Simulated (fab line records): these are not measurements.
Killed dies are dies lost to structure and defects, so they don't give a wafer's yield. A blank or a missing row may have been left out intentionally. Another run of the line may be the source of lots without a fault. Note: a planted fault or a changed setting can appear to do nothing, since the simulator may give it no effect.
Matching of chambers + flow n5_finfet + N5_BEOL_M2_ETCHBACK_99 on rie_diel-01: 4 sister chambers
The step etches SiO2 in CHF3, target depth 5 nm, time 10.4 s. 20 wafers are shown with their chamber, then 10 later ones without.

== WAFERS WITH THEIR CHAMBER ==
| wafer  | chamber | drypump_motor_current_A (A) | showerhead_plenum_p_Torr (Torr) | throttle_valve_pct (%) |
|--------|---------|-----------------------------|---------------------------------|------------------------|
| L077.4 | 3       | 5.7                         | 2.10                            | 16.84                  |
| L077.5 | 1       | 5.9                         | 2.22                            | 17.17                  |
| L077.6 | 0       | 5.3                         | 2.27                            | 16.84                  |
| L080.2 | 0       | 5.3                         | 2.27                            | 16.82                  |
| L080.3 | 3       | 5.7                         | 2.10                            | 16.87                  |
| L080.6 | 2       | 6.1                         | 2.28                            | 16.81                  |
| L083.2 | 2       | 6.1                         | 2.27                            | 16.84                  |
| L083.3 | 3       | 5.7                         | 2.10                            | 16.88                  |
| L083.6 | 2       | 6.1                         | 2.27                            | 16.83                  |
| L081.3 | 3       | 5.7                         | 2.09                            | 16.88                  |
| L081.5 | 1       | 5.9                         | 2.22                            | 17.18                  |
| L081.6 | 2       | 6.1                         | 2.27                            | 16.83                  |
| L084.2 | 0       | 5.3                         | 2.27                            | 16.83                  |
| L084.3 | 3       | 5.7                         | 2.09                            | 16.88                  |
| L084.4 | 1       | 5.9                         | 2.22                            | 17.18                  |
| L086.4 | 1       | 5.9                         | 2.21                            | 17.19                  |
| L086.5 | 0       | 5.3                         | 2.27                            | 16.85                  |
| L086.6 | 1       | 5.9                         | 2.21                            | 17.20                  |
| L088.2 | 0       | 5.2                         | 2.27                            | 16.86                  |
| L088.3 | 2       | 6.1                         | 2.27                            | 16.86                  |

SIGNATURES (means of the wafers above)
| reading                  | chamber 0 | chamber 1 | chamber 2 | chamber 3 | scatter within a chamber |
|--------------------------|-----------|-----------|-----------|-----------|--------------------------|
| drypump_motor_current_A  | 5.280     | 5.900     | 6.100     | 5.700     | 0.0224                   |
| showerhead_plenum_p_Torr | 2.2700    | 2.2160    | 2.2720    | 2.0960    | 0.00447                  |
| throttle_valve_pct       | 16.8400   | 17.1840   | 16.8340   | 16.8700   | 0.0159                   |
Rule: distance of a wafer from a chamber = root of the sum over the readings of ((wafer's reading minus chamber's mean) / reading's scatter) squared. If the next closest chamber is less than 2 further off than the closest, the wafer can't be placed; otherwise it belongs to the closest. How the scatter is found: for the shown wafers, subtract from each reading the mean of its chamber, square and add these, divide the total by (wafers less chambers), then take the root.

== WAFERS WHOSE CHAMBER IS MISSING ==
| wafer  | drypump_motor_current_A (A) | showerhead_plenum_p_Torr (Torr) | throttle_valve_pct (%) |
|--------|-----------------------------|---------------------------------|------------------------|
| L088.5 | 5.9                         | 2.21                            | 17.21                  |
| L093.1 | 5.7                         | 2.09                            | 16.89                  |
| L093.3 | 5.9                         | 2.21                            | 17.21                  |
| L093.6 | 5.9                         | 2.21                            | 17.21                  |
| L095.2 | 5.3                         | 2.26                            | 16.86                  |
| L095.3 | 6.1                         | 2.27                            | 16.88                  |
| L095.6 | 5.9                         | 2.21                            | 17.21                  |
| L096.4 | 5.3                         | 2.26                            | 16.88                  |
| L096.5 | 6.0                         | 2.26                            | 16.89                  |
| L096.6 | 5.7                         | 2.08                            | 16.94                  |

== EACH ONE'S CHAMBER ==
| wafer  | from the rows above | in truth |
|--------|---------------------|----------|
| L088.5 | 1                   | 1        |
| L093.1 | 3                   | 3        |
| L093.3 | 1                   | 1        |
| L093.6 | 1                   | 1        |
| L095.2 | 0                   | 0        |
| L095.3 | 2                   | 2        |
| L095.6 | 1                   | 1        |
| L096.4 | 0                   | 0        |
| L096.5 | 2                   | 2        |
| L096.6 | 3                   | 3        |
10 of 10 placed correctly. Can't be placed from these rows: 0. Placed wrongly: 0.
